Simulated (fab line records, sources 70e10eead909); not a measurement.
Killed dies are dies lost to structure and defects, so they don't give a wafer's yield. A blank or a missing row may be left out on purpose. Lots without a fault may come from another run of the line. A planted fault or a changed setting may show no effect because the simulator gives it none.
fab line records | flow nand_harc
record lots=24 wafers=72 last_day=34
route steps=1302 shown A_CONTACT@1094 A_BLC@1117 A_M1@1184 A_BONDPAD@1202
lots that met no fault: from a run of the same line without faults
start_h: hours from the record's first day to the start of the lot's first wafer shown | wait_h: hours since the lot's step before | " the same as in the row above | L1.1+2: a row that stands for several wafers | - no value, or no start given | * or withheld: withheld | < > ~ a bound
route shown NAME@n: a module of which the file shows steps, and the number in the route of the first | usual: mean/standard deviation of fault-free wafers | same: alike in all rows | chamber/n: place in a boat | sites: the reading at each site | _std_site: their standard deviation | _edge_site: outer sites' mean less inner sites' | radius_mm: how far each site lies from the wafer's centre | mask NAME#n: copy n | behind: the tool/chamber that last shaped the wafer | hold: why the lot was held/for how many hours/how that ended | device: the transistor (n, p or np) that didn't switch | end of line: the same wafers' tests at the end of the route | a step without rows: its recipe alone | killed: dies lost to structure and defects at the first sort, not the wafer's yield | map: a wafer's dies, x killed, . not, _ none there
set.NAME: the setting as run; set.NAME@STEP: as run at that earlier step | model.NAME: the simulator's own value behind a step, which no gauge read
steps of the route over a sample of lots; a table a step, a row a wafer
services: from which hour (start_h, from the record's first day; less than 0 if before it) a tool's chamber was out of use, for how many hours, and why
## steps
# step NHARC_A_CONTACT_CD_MEAS_15
# usual cd_nm=189.8/0.76
# columns lot.wafer tool chamber start_h wait_h cd_nm
L075.1 cd_sem-02 - 515.71 - 189.5
L075.3 " - " " 189.7
L075.4 " - " " 188.3
L074.1 cd_sem-01 - 521.45 - 190.6
L074.2 " - " " 189.8
L074.5 " - " " 189.2
L076.2 cd_sem-01 - 529.74 - 189.4
L076.5 " - " " 190.0
L076.6 " - " " 189.7
L078.3 cd_sem-02 - 543.97 - 189.0
L078.4 " - " " 190.3
L078.6 " - " " 189.5
L077.1 cd_sem-01 - 545.81 - 189.3
L077.2 " - " " 190.0
L077.4 " - " " 190.7
L080.1 cd_sem-03 - 564.32 - 189.6
L080.4 " - " " 189.6
L080.6 " - " " 189.3
L079.1 cd_sem-03 - 564.62 - 188.8
L079.2 " - " " 189.1
L079.6 " - " " 187.5
L081.1 cd_sem-02 - 575.52 - 189.0
L081.4 " - " " 190.5
L081.6 " - " " 190.8
L082.1 cd_sem-01 - 602.19 - 190.9
L082.2 " - " " 190.8
L082.4 " - " " 189.8
L083.2 cd_sem-01 - 615.12 - 189.5
L083.4 " - " " 188.9
L083.5 " - " " 189.2
L084.2 cd_sem-03 - 617.98 - 189.8
L084.3 " - " " 189.4
L084.4 " - " " 190.7
L086.1 cd_sem-03 - 620.54 - 189.9
L086.2 " - " " 189.3
L086.4 " - " " 189.2
L085.1 cd_sem-02 - 630.36 - 189.8
L085.5 " - " " 189.8
L085.6 " - " " 189.5
L088.1 cd_sem-02 - 650.58 - 190.0
L088.3 " - " " 190.1
L088.4 " - " " 190.9
L087.2 cd_sem-01 - 652.47 - 189.3
L087.4 " - " " 189.5
L087.6 " - " " 189.9
L089.3 cd_sem-01 - 656.08 - 189.8
L089.4 " - " " 189.6
L089.5 " - " " 189.4
L090.1 cd_sem-02 - 667.89 - 189.2
L090.4 " - " " 189.2
L090.6 " - " " 189.9
L091.3 cd_sem-02 - 676.19 - 191.9
L091.5 " - " " 190.9
L091.6 " - " " 191.6
L094.2 cd_sem-03 - 700.51 - 189.5
L094.5 " - " " 189.9
L094.6 " - " " 189.4
L092.1 cd_sem-01 - 704.01 - 190.1
L092.5 " - " " 190.5
L092.6 " - " " 190.1
L093.2 cd_sem-02 - 707.75 - 189.8
L093.3 " - " " 190.5
L093.6 " - " " 190.4
L096.1 cd_sem-02 - 720.64 - 190.9
L096.3 " - " " 191.0
L096.6 " - " " 189.8
L095.2 cd_sem-01 - 723.62 - 189.1
L095.3 " - " " 188.4
L095.6 " - " " 188.4
L097.2 cd_sem-02 - 755.10 - 189.7
L097.5 " - " " 191.0
L097.6 " - " " 190.1
# step NHARC_A_BLC_CD_MEAS_10
# recipe target_cd_nm=100 landing_energy_ev=500
# usual cd_nm=100.4/0.77
# columns lot.wafer tool chamber start_h wait_h cd_nm
L075.1 cd_sem-01 0 518.75 - 101.5
L075.3 " 0 " " 100.6
L075.4 " 0 " " 99.8
L074.1 cd_sem-01 0 524.58 - 101.0
L074.2 " 0 " " 99.4
L074.5 " 0 " " 99.7
L076.2 cd_sem-01 0 532.75 - 99.8
L076.5 " 0 " " 99.8
L076.6 " 0 " " 99.9
L078.3 cd_sem-01 0 547.01 - 99.4
L078.4 " 0 " " 101.3
L078.6 " 0 " " 100.5
L077.1 cd_sem-01 0 549.02 - 101.2
L077.2 " 0 " " 101.0
L077.4 " 0 " " 101.2
L080.1 cd_sem-01 0 567.55 - 99.8
L080.4 " 0 " " 99.6
L080.6 " 0 " " 100.2
L079.1 cd_sem-03 0 568.45 - 100.4
L079.2 " 0 " " 100.3
L079.6 " 0 " " 101.9
L081.1 cd_sem-03 0 578.32 - 100.3
L081.4 " 0 " " 101.9
L081.6 " 0 " " 101.4
L082.1 cd_sem-02 0 605.05 - 101.4
L082.2 " 0 " " 101.9
L082.4 " 0 " " 101.3
L083.2 cd_sem-01 0 618.16 - 100.1
L083.4 " 0 " " 100.0
L083.5 " 0 " " 100.0
L084.2 cd_sem-03 0 621.57 - 99.5
L084.3 " 0 " " 100.8
L084.4 " 0 " " 100.5
L086.1 cd_sem-02 0 623.74 - 100.7
L086.2 " 0 " " 100.0
L086.4 " 0 " " 101.3
L085.1 cd_sem-01 0 633.40 - 99.2
L085.5 " 0 " " 100.4
L085.6 " 0 " " 97.9
L088.1 cd_sem-02 0 653.44 - 100.3
L088.3 " 0 " " 100.4
L088.4 " 0 " " 99.5
L087.2 cd_sem-03 0 655.47 - 99.7
L087.4 " 0 " " 99.1
L087.6 " 0 " " 100.4
L089.3 cd_sem-02 0 659.10 - 99.3
L089.4 " 0 " " 100.7
L089.5 " 0 " " 100.1
L090.1 cd_sem-02 0 670.83 - 100.1
L090.4 " 0 " " 100.4
L090.6 " 0 " " 101.7
L091.3 cd_sem-03 0 679.16 - 100.5
L091.5 " 0 " " 100.2
L091.6 " 0 " " 99.7
L094.2 cd_sem-01 0 703.36 - 101.1
L094.5 " 0 " " 100.7
L094.6 " 0 " " 100.6
L092.1 cd_sem-03 0 707.08 - 100.9
L092.5 " 0 " " 100.9
L092.6 " 0 " " 100.1
L093.2 cd_sem-01 0 710.76 - 100.9
L093.3 " 0 " " 99.7
L093.6 " 0 " " 100.9
L096.1 cd_sem-03 0 723.71 - 100.8
L096.3 " 0 " " 100.4
L096.6 " 0 " " 99.2
L095.2 cd_sem-02 0 726.64 - 100.2
L095.3 " 0 " " 99.9
L095.6 " 0 " " 100.4
L097.2 cd_sem-02 0 758.05 - 99.9
L097.5 " 0 " " 100.0
L097.6 " 0 " " 100.3
# step NHARC_A_BLC_ETCH_18
# recipe target_depth_a=9100 c4f8_flow_sccm=20 o2_flow_sccm=10 ar_flow_sccm=withheld rf_w=600 bias_w=1500 chemistry=C4F8/O2/Ar
# usual bias_w=1500/4.6 oes_product_au=0.948/0.024 rf_vpp_V=978/5.8
# columns lot.wafer tool chamber start_h wait_h bias_w oes_product_au rf_hours_counter_h rf_vpp_V
L075.3 rie_diel-11 0 - - 1491 0.935 7 983
L075.1 " 1 " " 1497 0.950 6 968
L075.4 " 2 " " 1494 0.950 6 980
L074.1 rie_diel-09 0 - - 1497 0.956 1 987
L074.2 " 2 " " 1500 0.974 1 982
L074.5 " 0 " " 1498 0.958 - 986
L076.2 rie_diel-11 0 - - 1500 0.910 9 984
L076.6 " 2 " " 1504 0.918 - 980
L076.5 " 3 " " 1505 0.938 - 975
L078.3 rie_diel-11 0 - - 1499 0.915 10 983
L078.4 " 1 " " 1506 0.927 9 967
L078.6 " 2 " " 1500 0.919 - 978
L077.4 rie_diel-11 3 - - 1501 0.972 10 974
L077.1 " 0 " " 1504 0.950 10 984
L077.2 " 2 " " 1499 0.984 10 979
L080.4 rie_diel-11 2 - - 1504 0.929 11 979
L080.1 " 0 " " 1504 0.906 11 986
L080.6 " 2 " " 1502 0.932 - 980
L079.2 rie_diel-09 2 - - 1501 0.981 4 979
L079.1 " 3 " " 1502 0.977 4 976
L079.6 " 2 " " 1500 0.980 - 982
L081.4 rie_diel-11 0 - - 1496 0.916 13 984
L081.1 " 2 " " 1499 0.927 13 979
L081.6 " 0 " " 1498 0.921 - 986
L082.2 rie_diel-09 2 - - 1498 0.948 7 981
L082.4 " 0 " " 1495 0.924 6 988
L082.1 " 1 " " 1499 0.904 8 983
L083.4 rie_diel-09 0 - - 1503 0.920 7 987
L083.2 " 2 " " 1500 0.946 8 981
L083.5 " 0 " " 1494 0.921 - 988
L084.2 rie_diel-11 2 - - 1498 0.945 1 980
L084.3 " 3 " " 1499 0.947 1 974
L084.4 " 1 " " 1504 0.974 1 968
L086.4 rie_diel-11 0 - - 1492 0.981 1 985
L086.1 " 1 " " 1503 0.972 1 967
L086.2 " 2 " " 1502 0.961 1 978
L085.1 rie_diel-02 0 - - 1499 0.923 2 970
L085.5 " 0 " " 1500 0.913 - 968
L085.6 " 1 " " 1492 0.946 - 980
L088.4 rie_diel-11 2 - - 1507 0.959 4 980
L088.3 " 0 " " 1507 0.973 4 983
L088.1 " 1 " " 1502 0.975 4 967
L087.2 rie_diel-02 0 - - 1498 0.952 9 970
L087.4 " 3 " " 1500 0.953 21 984
L087.6 " 1 " " 1493 0.992 - 980
L089.4 rie_diel-09 2 - - 1495 0.942 11 982
L089.3 " 0 " " 1499 0.929 9 988
L089.5 " 2 " " 1499 0.939 - 980
L090.1 rie_diel-02 3 - - 1490 0.900 25 985
L090.4 " 0 " " 1491 0.916 15 969
L090.6 " 0 " " 1500 0.931 - 970
L091.3 rie_diel-11 2 - - 1507 0.949 5 979
L091.5 " 1 " " 1506 0.964 - 967
L091.6 " 2 " " 1506 0.952 - 979
L094.2 rie_diel-09 2 - - 1506 0.983 2 979
L094.6 " 1 " " 1505 0.990 - 982
L094.5 " 2 " " 1506 0.974 - 981
L092.1 rie_diel-11 1 - - 1503 0.974 7 968
L092.5 " 1 " " 1500 0.979 - 969
L092.6 " 2 " " 1507 0.949 - 980
L093.2 rie_diel-09 1 - - 1496 0.955 2 980
L093.3 " 2 " " 1499 0.953 2 981
L093.6 " 3 " " 1496 0.963 - 975
L096.1 rie_diel-11 3 - - 1500 0.927 10 974
L096.3 " 1 " " 1494 0.914 10 968
L096.6 " 2 " " 1500 0.921 - 979
L095.2 rie_diel-09 3 - - 1506 0.977 3 976
L095.3 " 0 " " 1508 0.945 4 989
L095.6 " 0 " " 1494 0.948 - 988
L097.2 rie_diel-11 0 - - 1509 0.953 12 984
L097.5 " 2 " " 1503 0.970 - 978
L097.6 " 3 " " 1506 0.958 - 974
# step NHARC_A_M1_ETCH_15
# recipe target_depth_a=1825 time_s=91.2 c4f8_flow_sccm=withheld ar_flow_sccm=400 rf_w=600 bias_w=300 chemistry=C4F8/Ar
# usual bias_w=300.0/1 oes_product_au=0.948/0.025 rf_vpp_V=441.3/2.3
# columns lot.wafer tool chamber start_h wait_h bias_w oes_product_au rf_hours_counter_h rf_vpp_V
L075.1 rie_diel-07 3 - - 299.5 0.935 1.1 440.9
L075.4 " 0 " " 299.7 0.904 1.0 444.4
L075.3 " 2 " " 300.5 0.911 1.2 439.2
L074.2 rie_diel-08 0 - - 299.3 0.893 8.1 440.2
L074.1 " 1 " " 300.8 0.906 7.9 442.2
L074.5 " 0 " " 300.8 0.903 - 439.4
L076.2 rie_diel-08 2 - - 299.9 0.968 8.1 441.7
L076.5 " 2 " " 300.1 0.962 - 443.0
L076.6 " 3 " " 299.9 0.965 - 436.5
L078.3 rie_diel-07 2 - - 300.1 0.917 1.9 436.8
L078.4 " 0 " " 300.6 0.900 1.9 445.0
L078.6 " 1 " " 300.3 0.915 - 442.4
L077.2 rie_diel-08 2 - - 299.9 0.943 0.1 442.5
L077.4 " 3 " " 301.5 0.966 0.1 437.6
L077.1 " 0 " " 299.8 0.951 0.1 439.9
L080.1 rie_diel-07 2 - - 301.0 0.950 2.7 438.1
L080.4 " 3 " " 300.2 0.972 2.2 442.6
L080.6 " 3 " " 299.1 0.962 - 442.0
L079.1 rie_diel-07 2 - - 300.5 0.972 2.8 437.3
L079.2 " 3 " " 300.1 0.944 2.3 441.5
L079.6 " 1 " " 299.8 0.983 - 442.7
L081.1 rie_diel-12 1 - - 297.9 0.909 8.2 440.9
L081.4 " 3 " " 299.3 0.920 7.7 440.9
L081.6 " 2 " " 300.2 0.920 - 441.5
L082.2 rie_diel-08 1 - - 300.5 0.953 3.1 441.6
L082.1 " 2 " " 299.8 0.954 3.5 443.1
L082.4 " 0 " " 300.2 0.942 3.6 438.2
L083.2 rie_diel-08 0 - - 299.9 0.963 3.8 440.9
L083.4 " 1 " " 298.7 0.959 3.3 442.1
L083.5 " 0 " " 299.3 0.956 - 441.3
L084.3 rie_diel-08 3 - - 300.0 0.960 4.2 436.9
L084.2 " 0 " " 298.5 0.933 3.9 439.8
L084.4 " 1 " " 300.2 0.956 3.4 441.2
L086.4 rie_diel-12 1 - - 298.9 0.945 0.0 439.8
L086.2 " 2 " " 300.5 0.966 0.0 441.0
L086.1 " 3 " " 300.7 0.987 0.0 441.8
L085.1 rie_diel-07 2 - - 299.1 0.908 3.9 436.2
L085.6 " 0 " " 300.4 0.913 - 443.3
L085.5 " 1 " " 300.4 0.903 - 442.4
L088.3 rie_diel-12 3 - - 298.7 0.971 2.3 442.6
L088.4 " 0 " " 301.3 0.920 1.8 442.9
L088.1 " 2 " " 300.5 0.966 2.5 440.9
L087.4 rie_diel-07 0 - - 301.2 0.974 0.1 443.9
L087.2 " 2 " " 299.8 0.961 0.1 436.0
L087.6 " 0 " " 299.8 0.979 - 444.1
L089.4 rie_diel-07 2 - - 301.3 0.986 0.4 438.4
L089.3 " 0 " " 299.1 0.969 0.3 445.3
L089.5 " 2 " " 301.9 0.974 - 436.8
L090.4 rie_diel-12 0 - - 300.8 0.966 2.1 443.8
L090.1 " 2 " " 301.5 0.996 2.7 439.3
L090.6 " 1 " " 300.0 0.950 - 439.4
L091.3 rie_diel-07 2 - - 300.6 0.953 0.8 437.4
L091.6 " 3 " " 298.7 0.940 - 440.8
L091.5 " 0 " " 299.7 0.965 - 446.4
L094.2 rie_diel-07 2 - - 298.7 0.922 1.2 437.1
L094.5 " 0 " " 300.2 0.922 - 445.4
L094.6 " 1 " " 302.0 0.918 - 443.2
L092.1 rie_diel-07 1 - - 299.0 0.970 1.5 442.0
L092.6 " 3 " " 298.0 0.938 - 441.5
L092.5 " 0 " " 299.3 0.972 - 445.0
L093.3 rie_diel-12 1 - - 298.8 0.939 5.0 442.1
L093.2 " 2 " " 298.4 0.990 4.7 440.3
L093.6 " 0 " " 302.5 0.969 - 443.3
L096.1 rie_diel-08 2 - - 298.4 0.986 0.1 442.3
L096.3 " 0 " " 298.5 0.929 0.1 439.1
L096.6 " 1 " " 300.7 0.966 - 441.7
L095.2 rie_diel-08 1 - - 298.4 0.982 0.3 441.3
L095.3 " 3 " " 300.1 0.969 0.3 436.6
L095.6 " 2 " " 298.4 0.970 - 441.6
L097.2 rie_diel-07 1 - - 299.2 0.930 2.1 443.0
L097.6 " 2 " " 299.6 0.931 - 438.4
L097.5 " 3 " " 302.3 0.908 - 443.0
# step NHARC_A_M1_DEGAS_29
# recipe temp_c=250 time_s=60
# usual heater_power_w=330/41
# columns lot.wafer tool chamber start_h wait_h heater_power_w
L075.3 pvd_sputter-02 - 527.98 - 279
L075.4 " - " " 336
L075.1 " - " " 351
L074.1 pvd_sputter-02 - 534.26 - 367
L074.2 " - " " 355
L074.5 " - " " 323
L076.2 pvd_sputter-01 - 542.51 - 341
L076.6 " - " " 335
L076.5 " - " " 431
L078.3 pvd_sputter-01 - 556.33 - 308
L078.4 " - " " 331
L078.6 " - " " 313
L077.2 pvd_sputter-01 - 558.30 - 442
L077.4 " - " " 303
L077.1 " - " " 330
L080.4 pvd_sputter-02 - 576.89 - 364
L080.1 " - " " 315
L080.6 " - " " 279
L079.1 pvd_sputter-01 - 577.96 - 325
L079.2 " - " " 311
L079.6 " - " " 343
L081.1 pvd_sputter-02 - 587.86 - 348
L081.4 " - " " 317
L081.6 " - " " 349
L082.2 pvd_sputter-03 - 614.19 - 300
L082.1 " - " " 296
L082.4 " - " " 295
L083.2 pvd_sputter-02 - 627.46 - 357
L083.4 " - " " 277
L083.5 " - " " 329
L084.4 pvd_sputter-03 - 630.77 - 294
L084.3 " - " " 297
L084.2 " - " " 310
L086.1 pvd_sputter-01 - 633.11 - 421
L086.4 " - " " 309
L086.2 " - " " 332
L085.1 pvd_sputter-01 - 642.73 - 329
L085.5 " - " " 411
L085.6 " - " " 316
L088.1 pvd_sputter-03 - 662.66 - 307
L088.3 " - " " 298
L088.4 " - " " 300
L087.4 pvd_sputter-03 - 664.61 - 299
L087.2 " - " " 296
L087.6 " - " " 292
L089.4 pvd_sputter-03 - 668.55 - 294
L089.3 " - " " 308
L089.5 " - " " 295
L090.4 pvd_sputter-01 - 680.15 - 312
L090.1 " - " " 342
L090.6 " - " " 324
L091.3 pvd_sputter-03 - 688.49 - 303
L091.6 " - " " 300
L091.5 " - " " 305
L094.2 pvd_sputter-01 - 712.62 - 346
L094.6 " - " " 328
L094.5 " - " " 347
L092.1 pvd_sputter-03 - 716.36 - 302
L092.5 " - " " 302
L092.6 " - " " 292
L093.2 pvd_sputter-01 - 720.25 - 414
L093.3 " - " " 322
L093.6 " - " " 317
L096.1 pvd_sputter-01 - 733.25 - 318
L096.3 " - " " 411
L096.6 " - " " 320
L095.3 pvd_sputter-02 - 736.19 - 253
L095.2 " - " " 311
L095.6 " - " " 252
L097.2 pvd_sputter-02 - 767.45 - 330
L097.5 " - " " 376
L097.6 " - " " 356
# step NHARC_A_BONDPAD_DEP_00
# recipe target_thk_a=2500 temp_c=370 target_thk_nm=250 pressure_torr=3 flow_sccm=200 rf_w=450 material=SiCN
# usual heater_power_w=600/77
# columns lot.wafer tool chamber start_h wait_h heater_power_w since_wet_clean_h
L075.1 pecvd-02 1 530.28 - 721 109
L075.3 " 2 " " 592 109
L075.4 " 1 " " 714 -
L074.1 pecvd-03 1 536.75 - 482 158
L074.2 " 2 " " 678 158
L074.5 " 0 " " 484 -
L076.2 pecvd-04 0 544.82 - 555 82
L076.6 " 0 " " 570 -
L076.5 " 1 " " 658 -
L078.3 pecvd-02 2 558.67 - 576 137
L078.4 " 1 " " 615 -
L078.6 " 2 " " 600 -
L077.1 pecvd-02 2 560.57 - 590 139
L077.2 " 0 " " 537 139
L077.4 " 0 " " 547 -
L080.1 pecvd-03 2 579.13 - 580 19
L080.4 " 2 " " 604 -
L080.6 " 0 " " 542 -
L079.1 pecvd-02 1 580.22 - 701 159
L079.2 " 2 " " 544 159
L079.6 " 0 " " 532 -
L081.1 pecvd-04 2 - - 649 127
L081.6 " 0 " " 595 -
L081.4 " 1 " " 564 -
L082.1 pecvd-02 0 616.73 - 626 14
L082.2 " 2 " " 553 15
L082.4 " 0 " " 503 -
L083.2 pecvd-02 1 629.70 - 672 27
L083.4 " 1 " " 662 -
L083.5 " 2 " " 594 -
L084.3 pecvd-02 2 - - 621 31
L084.2 " 1 " " 702 31
L084.4 " 1 " " 695 -
L086.2 pecvd-02 0 - - 593 33
L086.1 " 1 " " 698 33
L086.4 " 2 " " 630 -
L085.1 pecvd-03 2 645.04 - 656 85
L085.6 " 2 " " 654 -
L085.5 " 0 " " 537 -
L088.3 pecvd-03 0 664.94 - 616 105
L088.1 " 2 " " 681 105
L088.4 " 1 " " 482 -
L087.2 pecvd-03 0 666.93 - 513 107
L087.4 " 2 " " 679 -
L087.6 " 0 " " 527 -
L089.3 pecvd-03 2 670.86 - 688 111
L089.4 " 1 " " 458 -
L089.5 " 0 " " 521 -
L090.1 pecvd-03 2 682.48 - 596 122
L090.4 " 0 " " 623 -
L090.6 " 2 " " 625 -
L091.3 pecvd-02 2 - - 605 89
L091.5 " 1 " " 732 -
L091.6 " 2 " " 639 -
L094.2 pecvd-03 0 714.92 - 596 155
L094.5 " 2 " " 647 -
L094.6 " 1 " " 465 -
L092.1 pecvd-04 0 719.03 - 518 75
L092.5 " 2 " " 657 -
L092.6 " 1 " " 705 -
L093.3 pecvd-02 0 722.51 - 613 120
L093.2 " 1 " " 618 120
L093.6 " 1 " " 647 -
L096.1 pecvd-04 2 - - 721 91
L096.3 " 1 " " 699 91
L096.6 " 2 " " 706 -
L095.2 pecvd-04 1 - - 670 94
L095.3 " 0 " " 570 94
L095.6 " 0 " " 586 -
L097.2 pecvd-03 2 769.69 - 615 29
L097.6 " 2 " " 651 -
L097.5 " 0 " " 564 -
## services
# columns tool chamber start_h hours kind
rie_diel-09 - 497.10 9.0 pm
rie_diel-08 - 544.80 9.0 pm
pecvd-03 - 547.14 13.0 pm
rie_diel-07 3 556.56 6.5 repair
rie_diel-07 1 558.08 3.4 repair
rie_diel-09 2 560.18 3.9 repair
rie_diel-09 0 562.01 16.5 repair
pecvd-02 0 580.97 14.6 repair
pvd_sputter-01 - 582.00 10.0 pm
pecvd-02 - 589.33 13.0 pm
rie_diel-08 - 598.89 2.6 repair
rie_diel-07 - 601.58 5.2 repair
rie_diel-11 - 609.50 9.0 pm
rie_diel-07 - 648.20 9.0 pm
rie_diel-09 0 664.18 1.8 repair
rie_diel-09 - 674.10 9.0 pm
pecvd-03 1 682.11 12.9 repair
rie_diel-09 1 688.44 11.7 repair
rie_diel-11 0 716.50 7.6 repair
rie_diel-08 - 721.80 9.0 pm
pecvd-03 - 728.14 13.0 pm
pvd_sputter-01 - 746.98 3.4 repair
rie_diel-07 - 749.37 0.3 repair
pvd_sputter-01 - 760.00 10.0 pm
## key
fault none
